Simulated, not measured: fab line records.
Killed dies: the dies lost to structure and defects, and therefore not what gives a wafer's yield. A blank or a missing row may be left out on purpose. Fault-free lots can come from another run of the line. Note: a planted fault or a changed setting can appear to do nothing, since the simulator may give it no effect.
Which tool was responsible? + flow n5_finfet + Sampling: 9 lots, 27 wafers, 5 of 1938 route steps

## WHAT THE GAUGES READ, wafer by wafer
N5_BEOL_M4_RC_MEAS_101.
| lot  | measured     | on        | CJ_P           | DIBL_N (mV/V)  | DIBL_P (mV/V)  | IOFF_N (nA/um) | IOFF_P (nA/um) | IOFF_P_LONG (nA/um)        | ION_N (uA/um) | ION_P (uA/um) | SS_N (mV/dec)  | SS_P (mV/dec)  | VT_N (mV)   | VT_P (mV)      |
|------|--------------|-----------|----------------|----------------|----------------|----------------|----------------|----------------------------|---------------|---------------|----------------|----------------|-------------|----------------|
| L375 | day 8 07:29  | prober-01 | 5.74 5.54 5.75 | 35.8 33.8 35.6 | 35.9 32.6 34.7 | 0.15 0.11 0.15 | 0.24 0.19 0.22 | 0.000114 0.000111 0.000112 | 678 659 672   | 477 464 470   | 71.1 70.3 71.3 | 73.3 72.6 72.8 | 249 253 248 | -246 -251 -247 |
| L376 | day 8 11:39  | prober-02 | 5.82 5.70 5.89 | 35.8 35.9 38.0 | 36.9 35.7 39.7 | 0.15 0.15 0.19 | 0.22 0.19 0.27 | 0.000108 0.000105 0.00011  | 678 664 675   | 470 457 469   | 71.6 71.4 72.2 | 73.6 72.8 74.3 | 248 249 249 | -250 -252 -249 |
| L380 | day 10 01:50 | prober-02 | 5.82 5.99 5.66 | 36.2 35.3 37.4 | 36.8 34.3 39.0 | 0.15 0.12 0.18 | 0.20 0.17 0.23 | 0.0001 0.000104 9.7e-05    | 654 665 671   | 455 461 458   | 72.1 71.8 71.7 | 73.0 72.3 74.2 | 252 255 248 | -251 -253 -250 |
| L381 | day 9 21:27  | prober-02 | 5.19 5.79 5.43 | 34.3 33.2 35.8 | 33.8 33.0 37.2 | 0.13 0.12 0.16 | 0.17 0.15 0.22 | 8.3e-05 8.9e-05 8.4e-05    | 659 648 670   | 452 440 458   | 71.4 70.8 71.2 | 72.2 72.7 73.9 | 255 257 249 | -256 -258 -252 |
| L382 | day 10 04:14 | prober-01 | 5.73 6.09 6.14 | 37.7 35.6 35.2 | 38.2 36.0 35.4 | 0.22 0.17 0.16 | 0.30 0.24 0.24 | 0.000114 0.000124 0.000123 | 675 685 667   | 464 471 466   | 71.6 71.0 70.4 | 74.1 73.0 73.9 | 245 245 250 | -245 -248 -245 |
| L386 | day 11 06:59 | prober-02 | 6.08 5.75 6.10 | 33.7 35.4 36.2 | 33.0 35.0 35.8 | 0.12 0.15 0.18 | 0.19 0.23 0.23 | 0.000127 0.000121 0.000126 | 657 681 686   | 461 468 474   | 70.5 71.2 71.4 | 72.0 72.8 73.0 | 252 250 247 | -246 -245 -244 |
| L390 | day 12 12:28 | prober-02 | 7.08 7.10 7.04 | 34.2 33.3 36.3 | 33.6 32.4 36.3 | 0.13 0.13 0.17 | 0.18 0.17 0.23 | 0.000137 0.000139 0.000137 | 647 657 665   | 455 458 456   | 70.6 70.6 72.2 | 72.7 72.4 73.3 | 253 251 248 | -254 -251 -251 |
| L391 | day 12 09:08 | prober-02 | 7.45 7.18 7.08 | 34.6 35.1 36.8 | 34.4 35.5 38.0 | 0.12 0.13 0.15 | 0.18 0.19 0.23 | 0.000153 0.000139 0.000138 | 661 667 679   | 457 460 469   | 71.6 71.1 72.1 | 72.5 72.6 73.8 | 254 254 251 | -253 -250 -250 |
| L392 | day 12 22:08 | prober-02 | 6.95 6.61 6.83 | 34.9 32.7 37.0 | 35.4 32.1 37.1 | 0.14 0.12 0.19 | 0.23 0.18 0.26 | 0.000158 0.000143 0.000149 | 668 677 681   | 462 467 471   | 71.3 70.6 71.7 | 73.0 72.5 73.3 | 253 251 245 | -246 -249 -245 |

## EACH LOT AND THE TOOL THAT RAN IT (in order: tool; ch and the chambers of the sampled wafers; start)
| lot  | N5_ZERO_LAYER_PECVD_02         | N5_WELL_APT_IMPLANT_15         | N5_PMOS_HMC_CHANNEL_EPI_ETCH_38 | N5_PMOS_HMC_CHANNEL_EPI_FIN_RECESS_16 |
|------|--------------------------------|--------------------------------|---------------------------------|---------------------------------------|
| L375 | pecvd-03 ch 0,1, day 1 18:17   | implanter-02 ch 0, day 1 20:07 | rie_si-01 ch 0,1,2, day 2 00:04 | rie_si-01 ch 0,1,2, day 2 00:05       |
| L376 | pecvd-03 ch 0,1,2, day 2 00:17 | implanter-01 ch 0, day 2 02:11 | rie_si-01 ch 0,1,2, day 2 05:49 | rie_si-01 ch 0,1,2, day 2 05:50       |
| L380 | pecvd-01 ch 1,2, day 3 00:18   | implanter-02 ch 0, day 3 02:15 | rie_si-04 ch 0,1, day 3 05:49   | rie_si-04 ch 0,1, day 3 05:50         |
| L381 | pecvd-03 ch 0,1, day 3 06:17   | implanter-02 ch 0, day 3 08:42 | rie_si-04 ch 0,3, day 3 12:28   | rie_si-04 ch 0,3, day 3 12:29         |
| L382 | pecvd-01 ch 1,2, day 3 12:17   | implanter-01 ch 0, day 3 14:52 | rie_si-01 ch 0,2,3, day 3 18:52 | rie_si-01 ch 0,2,3, day 3 18:53       |
| L386 | pecvd-03 ch 0,1,2, day 4 12:17 | implanter-02 ch 0, day 4 14:04 | rie_si-05 ch 2,3, day 4 18:13   | rie_si-05 ch 2,3, day 4 18:14         |
| L390 | pecvd-03 ch 1,2, day 5 12:28   | implanter-02 ch 0, day 5 14:21 | rie_si-05 ch 0,2, day 5 18:04   | rie_si-05 ch 0,2, day 5 18:05         |
| L391 | pecvd-01 ch 1,2, day 5 18:18   | implanter-02 ch 0, day 5 20:43 | rie_si-05 ch 2,3, day 6 02:15   | rie_si-05 ch 2,3, day 6 02:16         |
| L392 | pecvd-03 ch 0,1,2, day 6 00:17 | implanter-02 ch 0, day 6 04:26 | rie_si-01 ch 0,1,3, day 6 08:47 | rie_si-01 ch 0,1,3, day 6 08:48       |
- N5_ZERO_LAYER_PECVD_02: deposits SiO2 from SiH4/N2O, target thk 10 nm, time 6 s.
- N5_WELL_APT_IMPLANT_15
- N5_PMOS_HMC_CHANNEL_EPI_ETCH_38: etches SiO2 in CF4, target depth 1.5 nm.
- N5_PMOS_HMC_CHANNEL_EPI_FIN_RECESS_16: chemistry HBr/Cl2, target Si, target depth 54 nm, time 18 s.

## WHAT THE TOOLS THEMSELVES READ (means of the sampled wafers that have a number; where no wafer has one, the mark that the record gives instead)
N5_ZERO_LAYER_PECVD_02.
| lot  | tool     | heater_power_w (W) | showerhead_plenum_p_Torr (Torr) | showerhead_vpp_V (V) |
|------|----------|--------------------|---------------------------------|----------------------|
| L375 | pecvd-03 | 687                | 8.36                            | 1056                 |
| L376 | pecvd-03 | 795                | 8.26                            | 1047                 |
| L380 | pecvd-01 | 812                | 8.12                            | 1024                 |
| L381 | pecvd-03 | 708                | 8.36                            | 1043                 |
| L382 | pecvd-01 | 757                | 8.19                            | 1060                 |
| L386 | pecvd-03 | 734                | 8.26                            | 1044                 |
| L390 | pecvd-03 | 793                | 8.22                            | 1036                 |
| L391 | pecvd-01 | 811                | 8.12                            | 1039                 |
| L392 | pecvd-03 | 788                | 8.27                            | 1030                 |

N5_WELL_APT_IMPLANT_15.
| lot  | tool         | dose_ions_cm2 | faraday_current_uA | rotation_deg (degrees) |
|------|--------------|---------------|--------------------|------------------------|
| L375 | implanter-02 | 1.5013e+13    | 187                | -0.010                 |
| L376 | implanter-01 | 1.5008e+13    | 192                | 0.009                  |
| L380 | implanter-02 | 1.5006e+13    | 194                | 0.000                  |
| L381 | implanter-02 | 1.5001e+13    | 193                | -0.000                 |
| L382 | implanter-01 | 1.4982e+13    | 192                | -0.011                 |
| L386 | implanter-02 | 1.5001e+13    | 190                | 0.013                  |
| L390 | implanter-02 | 2.2191e+13    | 281                | -0.017                 |
| L391 | implanter-02 | 2.2163e+13    | 282                | 0.025                  |
| L392 | implanter-02 | 2.2169e+13    | 275                | 0.013                  |

N5_PMOS_HMC_CHANNEL_EPI_ETCH_38.
| lot  | tool      | drypump_motor_current_A (A) | oes_product_au (a.u.) | throttle_valve_pct (%) |
|------|-----------|-----------------------------|-----------------------|------------------------|
| L375 | rie_si-01 | 5.7                         | 1.011                 | 21.89                  |
| L376 | rie_si-01 | 5.7                         | 1.017                 | 21.88                  |
| L380 | rie_si-04 | 5.7                         | 1.013                 | 21.97                  |
| L381 | rie_si-04 | 5.5                         | 1.025                 | 21.90                  |
| L382 | rie_si-01 | 5.6                         | 0.999                 | 22.02                  |
| L386 | rie_si-05 | 5.9                         | 0.998                 | 21.67                  |
| L390 | rie_si-05 | 5.8                         | 1.002                 | 21.66                  |
| L391 | rie_si-05 | 5.6                         | 0.990                 | 21.88                  |
| L392 | rie_si-01 | 5.4                         | 0.978                 | 21.87                  |

N5_PMOS_HMC_CHANNEL_EPI_FIN_RECESS_16.
| lot  | tool      | HBr_flow_sccm (sccm) | drypump_motor_current_A (A) | oes_product_au (a.u.) | throttle_valve_pct (%) |
|------|-----------|----------------------|-----------------------------|-----------------------|------------------------|
| L375 | rie_si-01 | 149.9                | 5.7                         | 1.007                 | 35.59                  |
| L376 | rie_si-01 | 150.1                | 5.7                         | 1.008                 | 35.58                  |
| L380 | rie_si-04 | 149.9                | 5.7                         | 1.014                 | 35.71                  |
| L381 | rie_si-04 | 149.8                | 5.5                         | 1.025                 | 35.60                  |
| L382 | rie_si-01 | 150.1                | 5.6                         | 0.999                 | 35.63                  |
| L386 | rie_si-05 | 150.1                | 6.0                         | 0.998                 | 35.61                  |
| L390 | rie_si-05 | 149.7                | 5.8                         | 1.006                 | 35.40                  |
| L391 | rie_si-05 | 149.7                | 5.6                         | 0.995                 | 35.82                  |
| L392 | rie_si-01 | 150.1                | 5.4                         | 0.991                 | 35.59                  |

## THE ANSWER, worked out from the rows above alone
Rule: the lots themselves supply what counts as usual. The widest of any qualifying gaps counts: lots, ordered by their means at a reading, are off when they make up no more than a third of the lots, leave a main group of 4 or more, and stand apart from it by 3 or more times the standard deviation of that group's means. A main group whose means are all the same, to the digits that the tables above print for the reading, isn't used. Also off: a lot with no number at a reading for which 4 or more lots have one. All remaining lots with rows at the step are treated as sound. Order of review: gauges by route order, followed by the tools' own readings, for which a lot's mean as printed above is used. At the first step where some lot is off, the reading lying furthest off is the one used; lots without a number count as furthest.
Off: L390, L391, L392, at N5_BEOL_M4_RC_MEAS_101 (CJ_P). The main group has a mean of 5.79 with a standard deviation of 0.18.
A tool fits if, at a process step before that reading, it ran every lot that is off, and no sound lot after the first of them. Not tried: the gauges at N5_BEOL_M4_RC_MEAS_101; whatever is off there is also off at N5_WELL_APT_IMPLANT_15, on other tools, and gauge error can't account for it. One fits: implanter-02 at N5_WELL_APT_IMPLANT_15. A fault onset in the window from L386 (day 4 14:04, its last sound lot) to L390 (day 5 14:21, its first lot off) fits.
The tool's own readings at N5_WELL_APT_IMPLANT_15 bear it out: on the lots that are off they differ by more than 5 times the standard deviation of the sound lots' means. dose_ions_cm2 reads 2.2174e+13 there against 1.5002e+13 on the sound lots; faraday_current_uA reads 279 there against 191 on the sound lots.

## WHAT HAD BEEN PUT IN BY THE SIMULATOR
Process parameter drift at N5_WELL_APT_IMPLANT_15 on implanter-02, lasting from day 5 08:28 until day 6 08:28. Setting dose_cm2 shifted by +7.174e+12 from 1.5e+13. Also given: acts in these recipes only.
Lots struck among those shown: L391, L390, L392. This agrees with what the rule above found.
